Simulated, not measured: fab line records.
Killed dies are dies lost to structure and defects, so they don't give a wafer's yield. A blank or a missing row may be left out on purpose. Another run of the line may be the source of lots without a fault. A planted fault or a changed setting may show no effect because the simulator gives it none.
fab line records -- flow n5-finfet -- part 2 of 2: steps 20 to 26 of 26
record lots=5, wafers=15, last-day=17
route steps=1938 shown BEOL_M4@1049
lots that met no fault: taken from a fault-free run of the same line
start-h: the number of hours between the record's first day and the start of the first shown wafer of the lot -- wait-h: time in hours since the lot's previous step -- " identical to the entry in the row above -- L1.1+2: a row that stands for several wafers -- - no value, or no start was given -- * or withheld: withheld -- < > ~ a bound
route shown NAME@n: a module of which the file shows steps, and the number in the route of the first -- usual: mean/standard deviation taken from wafers without a fault -- same: alike in all rows -- chamber/n: place in a boat -- sites: readings site by site -- _std_site: the standard deviation of these -- _edge_site: mean of outer sites minus mean of inner sites -- radius-mm: how far each site lies from the wafer's centre -- mask NAME#n: copy n -- behind: the tool/chamber that last shaped the wafer -- hold: why the lot went on hold/how many hours it stayed there/how the hold came to an end -- device: whichever transistor did not switch (one of n, p or np) -- end of line: at the end of the route, the tests of the same wafers -- for a step that has no rows: nothing shown but its recipe -- killed: at the first sort, the dies lost to defects and structure; wafer yield is something else -- map: shows each die of a wafer: x if killed, . if not, _ if none is there
set.NAME: the setting the step ran with; set.NAME@STEP: the setting that earlier step ran with -- model.NAME: the simulator's own value behind a step, which no gauge read
certain route steps with their lots: each step a table, each wafer a row
services: a tool's chamber out of use, with start hour (start-h, from the record's first day; less than 0 if before it), hours out, and reason
## steps
# step N5_BEOL_M4_STRIP_83
# recipe chemistry=C4F6/O2, resist=SiARC, rf-frequency-hz=6e+07
lot.wafer,tool,chamber,start-h,wait-h
L076.1+5+6,rie-diel-03,"2,3,0",184.51,0.0
L089.2+3+4,rie-diel-03,"1,3,1",271.41,0.1
L091.1+4+5,rie-diel-03,"1,3,2",274.40,0.0
L090.3+4+6,rie-diel-05,"1,2,1",274.64,0.0
L094.3+4+5,rie-diel-03,"0,2,1",303.45,0.0
# step N5_BEOL_M4_STRIP_36
# recipe chemistry=N2/H2, power-w=450, temp-c=40, pressure-mtorr=20, rf-frequency-hz=6e+07, overash-fraction=0.3, bias-power-w=7, h2-frac=0.5, n2-flow-sccm=200, h2-flow-sccm=200
# usual drypump-motor-current-A=5.9/0.36, n2-flow-sccm=199.9/0.6, oes-product-au=0.83/0.095, rf-vpp-V=59.3/1.5, showerhead-plenum-p-Torr=2.55/0.12, throttle-valve-pct=23.6/0.3
lot.wafer,tool,chamber,start-h,wait-h,drypump-motor-current-A,n2-flow-sccm,oes-product-au,rf-hours-counter-h,rf-vpp-V,showerhead-plenum-p-Torr,throttle-valve-pct
L076.1,rie-diel-03,2,184.52,0.0,6.2,199.1,0.75,174,56.5,2.33,23.9
L076.5,rie-diel-03,3,184.52,0.0,6.1,200.4,0.76,-,60.3,2.66,23.7
L076.6,rie-diel-03,0,184.52,0.0,5.5,199.8,0.70,-,63.8,2.51,23.5
L089.2,rie-diel-03,1,271.43,0.0,5.9,200.2,0.87,49,59.0,2.59,24.1
L089.3,rie-diel-03,3,271.43,0.0,6.2,198.9,0.75,-,60.8,2.65,23.8
L089.4,rie-diel-03,1,271.43,0.0,5.9,199.7,0.87,-,58.6,2.59,24.1
L091.1,rie-diel-03,1,274.41,0.0,5.9,200.2,0.86,50,57.2,2.59,24.1
L091.4,rie-diel-03,3,274.41,0.0,6.2,199.2,0.75,-,57.8,2.65,23.8
L091.5,rie-diel-03,2,274.41,0.0,6.2,200.2,0.73,-,57.1,2.32,23.9
L090.3,rie-diel-05,1,274.65,0.0,5.9,200.5,0.66,232,59.6,2.40,23.2
L090.4,rie-diel-05,2,274.65,0.0,5.4,200.0,0.89,-,60.2,2.69,23.4
L090.6,rie-diel-05,1,274.65,0.0,5.9,200.6,0.67,-,59.4,2.40,23.3
L094.3,rie-diel-03,0,303.46,0.0,5.5,200.1,0.96,9,59.1,2.49,23.2
L094.4,rie-diel-03,2,303.46,0.0,6.1,199.7,0.73,217,57.6,2.32,23.9
L094.5,rie-diel-03,1,303.46,0.0,5.9,200.2,0.86,-,60.7,2.58,24.1
# step N5_BEOL_M4_TRENCH_ETCH_37
# recipe chemistry=C4F6/O2, target-depth-a=555.55, target=SiOC, time-s=29.2, ion-energy-ev=250, pressure-mtorr=30, source-w=355, bias-w=185, Ar_flow_sccm=300, C4F6_flow_sccm=10, O2_flow_sccm=10
# usual drypump-motor-current-A=5.9/0.36, oes-product-au=0.83/0.096, rf-vpp-V=664/6.1, showerhead-plenum-p-Torr=2.85/0.13, throttle-valve-pct=20.84/0.28
lot.wafer,tool,chamber,start-h,wait-h,drypump-motor-current-A,oes-product-au,rf-hours-counter-h,rf-vpp-V,showerhead-plenum-p-Torr,throttle-valve-pct
L076.1,rie-diel-03,2,-,-,6.2,0.74,174,663,2.63,21.14
L076.5,rie-diel-03,3,-,-,6.1,0.76,-,668,2.99,21.17
L076.6,rie-diel-03,0,-,-,5.6,0.69,-,660,2.81,20.75
L089.2,rie-diel-03,1,-,-,5.9,0.87,49,663,2.89,21.13
L089.3,rie-diel-03,3,-,-,6.1,0.75,-,669,2.98,21.22
L089.4,rie-diel-03,1,-,-,5.9,0.86,-,666,2.89,21.11
L091.1,rie-diel-03,1,-,-,5.9,0.87,50,665,2.89,21.14
L091.4,rie-diel-03,3,-,-,6.2,0.75,-,668,2.98,21.21
L091.5,rie-diel-03,2,-,-,6.2,0.72,-,662,2.61,21.17
L090.3,rie-diel-05,1,-,-,5.9,0.67,232,667,2.70,20.60
L090.4,rie-diel-05,2,-,-,5.4,0.90,-,663,3.01,20.67
L090.6,rie-diel-05,1,-,-,5.9,0.68,-,667,2.70,20.58
L094.3,rie-diel-03,0,-,-,5.5,0.98,9,660,2.79,20.39
L094.4,rie-diel-03,2,-,-,6.2,0.71,217,663,2.61,21.21
L094.5,rie-diel-03,1,-,-,5.9,0.86,-,663,2.89,21.16
# step N5_BEOL_M4_ETCH_41
# recipe chemistry=CH3F/O2, target=SiCN, target-depth-a=299, taper-deg=2, time-s=52.5, ion-energy-ev=120, mask-material=TiN, pressure-mtorr=30, source-w=395, bias-w=75, Ar_flow_sccm=150, CH3F_flow_sccm=30, O2_flow_sccm=20
# usual drypump-motor-current-A=5.9/0.36, oes-product-au=0.83/0.095, rf-vpp-V=297.4/2.1, showerhead-plenum-p-Torr=2.01/0.097, throttle-valve-pct=16.29/0.26
lot.wafer,tool,chamber,start-h,wait-h,drypump-motor-current-A,oes-product-au,rf-hours-counter-h,rf-vpp-V,showerhead-plenum-p-Torr,throttle-valve-pct
L076.1,rie-diel-03,2,-,-,6.2,0.74,174,294.5,1.84,16.59
L076.5,rie-diel-03,3,-,-,6.1,0.77,-,298.8,2.10,16.59
L076.6,rie-diel-03,0,-,-,5.5,0.70,-,295.9,1.97,16.30
L089.2,rie-diel-03,1,-,-,5.9,0.87,49,298.2,2.03,16.49
L089.3,rie-diel-03,3,-,-,6.2,0.74,-,299.1,2.09,16.63
L089.4,rie-diel-03,1,-,-,5.9,0.87,-,296.5,2.03,16.50
L091.1,rie-diel-03,1,-,-,5.9,0.87,51,298.0,2.03,16.50
L091.4,rie-diel-03,3,-,-,6.2,0.75,-,298.9,2.09,16.66
L091.5,rie-diel-03,2,-,-,6.2,0.72,-,293.4,1.83,16.66
L090.3,rie-diel-05,1,-,-,5.9,0.67,232,294.6,1.89,16.15
L090.4,rie-diel-05,2,-,-,5.4,0.89,-,301.4,2.12,16.10
L090.6,rie-diel-05,1,-,-,5.9,0.67,-,296.2,1.89,16.13
L094.3,rie-diel-03,0,-,-,5.6,0.96,9,297.1,1.96,15.86
L094.4,rie-diel-03,2,-,-,6.2,0.71,217,293.1,1.82,16.69
L094.5,rie-diel-03,1,-,-,5.9,0.86,-,298.5,2.03,16.53
# step N5_BEOL_M4_STRIP_97
# recipe chemistry=N2/H2, time-s=10, power-w=450, temp-c=40, pressure-mtorr=20, rf-frequency-hz=6e+07, bias-power-w=7, n2-flow-sccm=200, h2-flow-sccm=200
# usual drypump-motor-current-A=5.9/0.36, n2-flow-sccm=200.1/0.56, oes-product-au=0.83/0.095, rf-vpp-V=59.3/0.91, showerhead-plenum-p-Torr=2.55/0.12, throttle-valve-pct=23.6/0.3
lot.wafer,tool,chamber,start-h,wait-h,drypump-motor-current-A,n2-flow-sccm,oes-product-au,rf-hours-counter-h,rf-vpp-V,showerhead-plenum-p-Torr,throttle-valve-pct
L076.1,rie-diel-03,2,-,-,6.2,199.7,0.75,174,58.2,2.33,23.8
L076.5,rie-diel-03,3,-,-,6.1,201.4,0.77,-,60.0,2.66,23.7
L076.6,rie-diel-03,0,-,-,5.6,199.2,0.69,-,59.0,2.51,23.5
L089.2,rie-diel-03,1,-,-,5.9,199.1,0.87,49,59.4,2.59,24.1
L089.3,rie-diel-03,3,-,-,6.1,200.1,0.76,-,59.8,2.65,23.8
L089.4,rie-diel-03,1,-,-,5.9,200.1,0.86,-,60.3,2.59,24.1
L091.1,rie-diel-03,1,-,-,5.9,200.5,0.88,51,58.7,2.59,24.0
L091.4,rie-diel-03,3,-,-,6.1,199.9,0.75,-,59.3,2.65,23.8
L091.5,rie-diel-03,2,-,-,6.2,199.8,0.73,-,58.0,2.32,23.9
L090.3,rie-diel-05,1,-,-,5.9,200.4,0.68,232,58.4,2.40,23.3
L090.4,rie-diel-05,2,-,-,5.4,199.8,0.89,-,60.5,2.69,23.4
L090.6,rie-diel-05,1,-,-,5.9,200.9,0.67,-,58.6,2.40,23.3
L094.3,rie-diel-03,0,-,-,5.6,199.8,0.96,9,57.9,2.49,23.1
L094.4,rie-diel-03,2,-,-,6.2,199.9,0.71,217,59.4,2.32,23.9
L094.5,rie-diel-03,1,-,-,5.9,200.1,0.85,-,58.5,2.58,24.1
# step N5_BEOL_M4_OCD_MEAS_38
# usual trench-depth-nm=55.7/0.85
lot.wafer,tool,chamber,start-h,wait-h,trench-depth-nm
L076.1,ocd-02,-,184.72,-,55.1
L076.5,ocd-02,-,184.72,-,55.3
L076.6,ocd-02,-,184.72,-,54.4
L089.2,ocd-01,-,271.70,-,56.0
L089.3,ocd-01,-,271.70,-,55.1
L089.4,ocd-01,-,271.70,-,56.1
L091.1,ocd-01,-,274.60,-,57.2
L091.4,ocd-01,-,274.60,-,56.2
L091.5,ocd-01,-,274.60,-,54.9
L090.3,ocd-01,-,274.85,-,54.7
L090.4,ocd-01,-,274.85,-,56.7
L090.6,ocd-01,-,274.85,-,54.9
L094.3,ocd-01,-,303.65,-,57.5
L094.4,ocd-01,-,303.65,-,55.6
L094.5,ocd-01,-,303.65,-,57.6
# step N5_BEOL_M4_HM_STRIP_39
# recipe chemistry=peroxide-tin-strip, material=TiN, target-depth-a=250, temp-c=50, time-s=158
lot.wafer,tool,chamber,start-h,wait-h
L076.1+5+6,wet-bench-05,"4,5,6",184.75,0.0
L089.2+3+4,wet-bench-02,"0,1,4",271.73,0.0
L091.1+4+5,wet-bench-04,"3,6,1",274.64,0.0
L090.3+4+6,wet-bench-02,"1,7,4",274.88,0.0
L094.3+4+5,wet-bench-04,"2,4,5",303.68,0.0
## services
tool,chamber,start-h,hours,kind
rie-diel-03,0,160.20,1.9,repair
euv-scanner-01,-,175.94,1.0,repair
rie-diel-05,2,178.77,4.2,repair
euv-scanner-01,-,192.27,1.0,pm
ald-sin-01,3,207.01,1.9,repair
euv-scanner-02,-,207.04,1.0,pm
wet-bench-02,-,218.56,0.6,repair
wet-bench-02,-,219.17,1.9,pm
euv-scanner-01,-,219.46,17.3,pm
euv-scanner-02,-,238.39,6.2,pm
euv-scanner-01,-,248.42,1.0,pm
euv-scanner-02,-,251.59,4.6,pm
rie-diel-03,0,255.88,1.4,repair
rie-diel-03,0,257.35,-,clean
rie-diel-03,0,257.35,-,consumable-replace:focus-ring
rie-diel-03,0,257.35,21.2,scheduled-down
rie-diel-03,0,257.35,21.2,vent-cycle
rie-diel-05,-,259.04,0.4,repair
litho-track-05,-,259.56,-,consumable-replace:filter
euv-scanner-02,-,263.19,1.0,pm
ald-sin-01,2,266.77,10.1,repair
rie-diel-03,2,267.03,4.8,repair
ald-sin-01,-,269.10,14.0,pm
rie-diel-03,3,284.01,8.3,repair
